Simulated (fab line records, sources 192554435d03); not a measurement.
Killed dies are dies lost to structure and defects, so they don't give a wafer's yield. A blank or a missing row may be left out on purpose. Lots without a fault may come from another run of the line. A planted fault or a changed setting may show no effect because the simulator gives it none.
A struck lot beside a sound one | flow n5_finfet | 15 steps out of a route of 1938
Sound: wafers L852.1, L852.5, L852.6. Struck: wafers L858.4, L858.6. (L858.5 of the same lot was not struck and is left out.) The cause comes at the end.
At each step with rows: each side's tool, then ch and its chambers, then its first start. Under that, the readings that differ: sound wafers | struck wafers | difference of the means | sigmas: that difference in standard deviations of wafers without a fault.
alike: readings whose means differ by less than 2 such deviations, and words and numbers that are the same on both sides. not compared: withheld readings, readings that some wafer has no value for, bounds like >300 that may hide the same value, and numbers for which the record gives no deviation and whose values overlap.
The two part at a step that has a row with sigmas, a row that says differs or no value, or rows on one side only. Numbers that don't overlap but have no deviation are shown without sigmas and don't part them. A reading that every wafer of one side lacks parts them only if that side has two wafers or more.

first, 7 steps without rows for these wafers: N5_MIM_BOT_LITHO_COAT_02; N5_MIM_BOT_LITHO_EBR_04; N5_MIM_BOT_LITHO_SOFTBAKE_03 (time 90 s); N5_MIM_BOT_LITHO_EXPOSE_05 (exposes mask MIM BOT); N5_MIM_BOT_LITHO_PEB_06; N5_MIM_BOT_LITHO_DEVELOP_07 (develop time 60 s); N5_MIM_BOT_LITHO_HARDBAKE_09 (time 120 s).
N5_MIM_BOT_LITHO_CD_MEAS_08: target cd 3000 nm.
  sound on cd_sem-01 ch 0, day 13 11:57; struck on cd_sem-03 ch 0, day 15 17:45
  alike: cd_nm
N5_MIM_BOT_LITHO_OVL_MEAS_11:
  sound on overlay-02 ch 0, day 13 11:59; struck on overlay-01 ch 0, day 15 17:47
  alike: MIM_BOT_OVL
N5_MIM_BOT_LITHO_INSPECT_12: inspects for defects (macro).
  sound on defect_inspect-01, day 13 12:00; struck on defect_inspect-01, day 15 17:48
  alike: raw_defect_count
N5_MIM_BOT_LITHO_DESCUM_10: chemistry O2, time 7.9 s.
  sound on rie_diel-04 ch 1,3, day 13 12:02; struck on rie_diel-06 ch 2,3, day 15 17:50
  reading                         | sound          | struck    | difference | sigmas
  oes_product_au (a.u.)           | 0.71 0.67 0.71 | 0.86 0.85 | +0.16      | +2
  showerhead_plenum_p_Torr (Torr) | 1.98 2.07 1.98 | 2.14 2.20 | +0.16      | +2
  alike: drypump_motor_current_A, rf_fwd_power_W, rf_vpp_V, throttle_valve_pct
  not compared: rf_hours_counter_h
N5_MIM_BOT_ETCH_ETCH_04: etches SiNx in CF4/O2, target depth 26 nm, time 13 s.
  sound on rie_diel-04 ch 1,3, day 13 12:06; struck on rie_diel-06 ch 2,3, day 15 17:54
  reading               | sound          | struck    | difference | sigmas
  oes_product_au (a.u.) | 0.72 0.67 0.73 | 0.87 0.85 | +0.15      | +2
  alike: O2_flow_sccm, bias_w, drypump_motor_current_A, rf_fwd_power_W, rf_vpp_V, showerhead_plenum_p_Torr, throttle_valve_pct
  not compared: rf_hours_counter_h
N5_MIM_BOT_ETCH_ETCH_03: etches the open film in Cl2/BCl3, target depth 12 nm.
  sound on rie_metal-02 ch 0,1, day 13 12:11; struck on rie_metal-03 ch 1, day 15 18:01
  reading                  | sound               | struck      | difference | sigmas
  bias_w (W)               | 100.03 99.87 100.18 | 89.86 89.82 | -10.19     | -36
  model.etch.depth_nm (nm) | 11.78 11.49 11.91   | 12.04 12.05 | +0.32      |
  alike: drypump_motor_current_A, oes_product_au, rf_fwd_power_W, throttle_valve_pct
  not compared: rf_hours_counter_h
N5_MIM_BOT_ETCH_ETCH_00: etches TiN in Cl2/BCl3, target depth 45.5 nm.
  sound on rie_metal-02 ch 0,1, day 13 12:17; struck on rie_metal-03 ch 1, day 15 18:07
  reading    | sound             | struck      | difference | sigmas
  bias_w (W) | 125.4 125.4 125.7 | 126.2 126.4 | +0.8       | +2
  alike: drypump_motor_current_A, oes_product_au, rf_fwd_power_W, throttle_valve_pct
  not compared: rf_hours_counter_h
N5_PASSIVATION_PROBE_49:
  sound on prober-02, day 13 21:02; struck on prober-01, day 16 02:55
  reading                | sound    | struck | difference | sigmas
  killed_at_M4_up        | 23 25 19 | 12 7   | -13        | -2
  sort_bin_4_leakage (%) | 0 0 0    | 0 0.08 | +0         | +6
  alike: defect_limited_yield, killed_at_M0_to_M3, killed_at_contacts, killed_at_front_end, killed_at_other, killed_dies, killed_open, killed_short, sort_bin_5_function, sort_bin_6_memory, sort_n_pass, sort_yield_pct

WHERE THEY PART
First at N5_MIM_BOT_LITHO_DESCUM_10; last, within this record, at N5_PASSIVATION_PROBE_49.

WHY: what the simulator had put in
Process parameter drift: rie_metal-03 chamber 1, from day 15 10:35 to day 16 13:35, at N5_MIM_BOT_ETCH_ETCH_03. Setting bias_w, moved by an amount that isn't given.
